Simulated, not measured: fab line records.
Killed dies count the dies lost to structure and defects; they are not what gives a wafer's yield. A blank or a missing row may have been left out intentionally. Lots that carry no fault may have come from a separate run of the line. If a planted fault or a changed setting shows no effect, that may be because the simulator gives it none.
Matching of chambers | flow nand_harc | NHARC_P_M0_DESCUM_14 on rie_diel-03 has 4 sister chambers
The step chemistry O2, time 3 s. 4 wafers are shown with their chamber, then 7 later ones without.

## WAFERS, EACH WITH ITS CHAMBER
wafer  | chamber | showerhead_plenum_p_Torr (Torr)
L082.3 | 3       | 1.79
L082.5 | 0       | 1.78
L085.1 | 1       | 1.95
L085.3 | 2       | 1.95

## WAFERS WITH NO CHAMBER GIVEN
wafer  | showerhead_plenum_p_Torr (Torr)
L085.5 | 1.96
L095.1 | 1.95
L095.4 | 1.78
L095.5 | 1.94
L096.1 | 1.78
L096.2 | 1.95
L096.6 | 1.94

## WHICH CHAMBER EACH WENT THROUGH
wafer  | from the rows above     | in truth
L085.5 | can't be placed: 1 or 2 | 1
L095.1 | can't be placed: 1 or 2 | 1
L095.4 | can't be placed: 0 or 3 | 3
L095.5 | can't be placed: 1 or 2 | 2
L096.1 | can't be placed: 0 or 3 | 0
L096.2 | can't be placed: 1 or 2 | 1
L096.6 | can't be placed: 1 or 2 | 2
Correctly placed: 0 of 7. From these rows, 7 cannot be placed; in 7 the true chamber is one of the candidates. Number placed wrongly: 0.
How it was worked out, from the rows above alone: a wafer's distance from a chamber is the root of the sum, over the readings, of the square of ((its reading less the chamber's mean) divided by the reading's scatter). If the next closest chamber is less than 2 further off than the closest, the wafer can't be placed; otherwise it belongs to the closest. Each chamber's mean is taken over the wafers shown for it. The scatter (one wafer shown for each chamber): square how far every hidden wafer sits from the nearest shown wafer, average those squares and take the square root.
